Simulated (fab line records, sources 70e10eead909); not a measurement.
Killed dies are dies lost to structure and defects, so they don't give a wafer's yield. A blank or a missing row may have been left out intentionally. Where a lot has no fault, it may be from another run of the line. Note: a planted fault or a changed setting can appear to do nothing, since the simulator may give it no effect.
Chamber matching	flow nand-harc	NHARC_P_ZERO_WELL_ETCH_65 on rie-diel-11: 4 sister chambers
The step etches the open film in N2/H2, target depth 80 nm, overetch 24 nm, time 87.88 s. 4 wafers are shown with their chamber, then 7 later ones without.

== EACH WAFER AND ITS CHAMBER ==
wafer	chamber	drypump-motor-current-A (A)
L082.6	3	5.4
L083.3	1	4.8
L091.3	0	5.5
L091.4	2	5.9

== WAFERS MISSING THEIR CHAMBER ==
wafer	drypump-motor-current-A (A)
L091.5	5.5
L093.1	5.9
L093.3	4.7
L093.5	5.4
L095.1	5.5
L095.3	4.8
L095.5	5.9

== EACH ONE'S CHAMBER ==
wafer	from the rows above	in truth
L091.5	0	0
L093.1	2	2
L093.3	1	1
L093.5	3	3
L095.1	0	0
L095.3	1	1
L095.5	2	2
Correctly placed: 7 of 7. Can't be placed from these rows: 0. Number placed wrongly: 0.
How it was worked out, from the rows above alone: a wafer's distance from a chamber is the root of the sum, over the readings, of the square of ((its reading less the chamber's mean) divided by the reading's scatter). If the next closest chamber is less than 2 further off than the closest, the wafer can't be placed; otherwise it belongs to the closest. The mean given for a chamber averages the wafers shown for that chamber. The scatter: root of mean squared gap, hidden wafer to nearest shown wafer, with one shown wafer a chamber.
